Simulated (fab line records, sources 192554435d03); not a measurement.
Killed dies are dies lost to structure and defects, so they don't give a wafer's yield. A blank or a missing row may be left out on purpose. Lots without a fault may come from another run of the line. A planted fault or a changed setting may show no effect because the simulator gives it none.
Split-lot experiment | flow n5_finfet | 7 lots, 21 wafers read, on a route of 1938 steps

THE SPLIT
At N5_BEOL_M11_DEP_56 (deposits SiCN from 3MS/NH3, target thk 30 nm, time 10.5 s), the setting time_s was moved away from the recipe's 10.5 s on 9 of the 21 wafers read, by -8.8% to +12.4%. The other wafers ran this setting at the recipe's value.

The reading is taken at the split's own step.

THE READING
SiCN_of_BEOL_M11_DEP_56.thk_nm (the simulator's own value, which no gauge read), in nm, at N5_BEOL_M11_DEP_56 (deposits SiCN from 3MS/NH3, target thk 30 nm, time 10.5 s). The file gives no usual value for it. The 12 wafers here that ran the recipe average 29.8 nm, standard deviation 0.36 nm.

wafer  | tool, chamber at the split | time_s as run, s | against the recipe | SiCN_of_BEOL_M11_DEP_56.thk_nm, nm | against lot-mates on the recipe
L075.1 | pecvd-04, 1                | 10.5             | recipe             | 30.4                               | -
L075.6 | pecvd-04, 1                | 10.5             | recipe             | 30.4                               | -
L075.3 | pecvd-04, 2                | 10.5             | recipe             | 29.6                               | -
L079.2 | pecvd-03, 1                | 11.77            | +12.1%             | 32.8                               | +2.8
L079.3 | pecvd-03, 2                | 11.77            | +12.1%             | 33                                 | +3.0
L079.5 | pecvd-03, 2                | 10.5             | recipe             | 30                                 | -
L082.1 | pecvd-03, 0                | 10               | -4.8%              | 28.2                               | -1.2
L082.2 | pecvd-03, 1                | 10.5             | recipe             | 29.4                               | -
L082.5 | pecvd-03, 1                | 10               | -4.8%              | 28.6                               | -0.8
L083.2 | pecvd-03, 2,1              | 11.8             | +12.4%             | 32.6                               | +3.2
L083.3 | pecvd-03, 2,1              | 11.8             | +12.4%             | 32.6                               | +3.2
L083.4 | pecvd-03, 1                | 10.5             | recipe             | 29.4                               | -
L086.2 | pecvd-01, 0,1              | 10.5             | recipe             | 29.6                               | -
L086.5 | pecvd-01, 0,1              | 10.5             | recipe             | 29.6                               | -
L086.6 | pecvd-01, 0                | 10.91            | +3.9%              | 30.6                               | +1.0
L092.2 | pecvd-03, 2                | 10.5             | recipe             | 29.2                               | -
L092.5 | pecvd-03, 1                | 11.56            | +10.1%             | 32.8                               | +3.2
L092.6 | pecvd-03, 0                | 10.5             | recipe             | 30                                 | -
L097.2 | pecvd-01, 0                | 9.575            | -8.8%              | 26.6                               | -3.2
L097.4 | pecvd-01, 0                | 10.5             | recipe             | 29.8                               | -
L097.5 | pecvd-01, 0                | 10.5             | recipe             | 29.8                               | -
Where a row lists several chambers, the file gives one row for several wafers and doesn't say which wafer went through which chamber.

THE FIT
A straight line over all 21 wafers: SiCN_of_BEOL_M11_DEP_56.thk_nm changes by +0.268 nm for each +1% of time_s; r = +0.97; the points scatter about the line by 0.38 nm.
The same after taking each lot's own level away (the mean of its wafers on the recipe; 21 wafers): +0.268 nm for each +1%; r = +0.98; scatter 0.34 nm.
On that fit, the largest move of time_s shifts the reading by 3.3 nm.
The lots' own levels span 29.40 to 30.13 nm, that is 2.0 times the standard deviation above.
So the lot-to-lot level changes the slope little: the two slopes agree.
Check: with one of the wafers moved furthest among these (+12.4%) left out of the fit, the line predicts +3.3 nm for it against its lot-mates. It came out at +3.2 nm against them.

OTHER SPLITS ON THESE WAFERS
These wafers also went through other splits before the reading. Each is held against what the fit with the lots' levels taken away leaves over:
other split on the same wafers    | wafers away from the commonest value | r with SiCN_of_BEOL_M11_DEP_56.thk_nm (lot level and that fit taken away)
N5_BEOL_M4_EXPOSE_25 dose_mj      | 8                                    | +0.13
N5_BEOL_M4_SPUTTER_48 time_s      | 5                                    | +0.14
N5_BEOL_M5_ETCH_68 bias_w         | 6                                    | -0.18
N5_BEOL_M6_ETCH_62 time_s         | 9                                    | +0.02
N5_BEOL_M6_COAT_22 spin_rpm       | 3                                    | -0.23
N5_BEOL_M8_COAT_22 spin_rpm       | 8                                    | -0.12
N5_BEOL_M8_ETCH_65 source_w       | 7                                    | +0.30
N5_BEOL_M11_TRENCH_ETCH_37 bias_w | 6                                    | +0.09

THE FILE'S OWN FIT
SiCN_of_BEOL_M11_DEP_56.thk_nm changes by +0.278 nm for each +1% of time_s, r = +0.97.
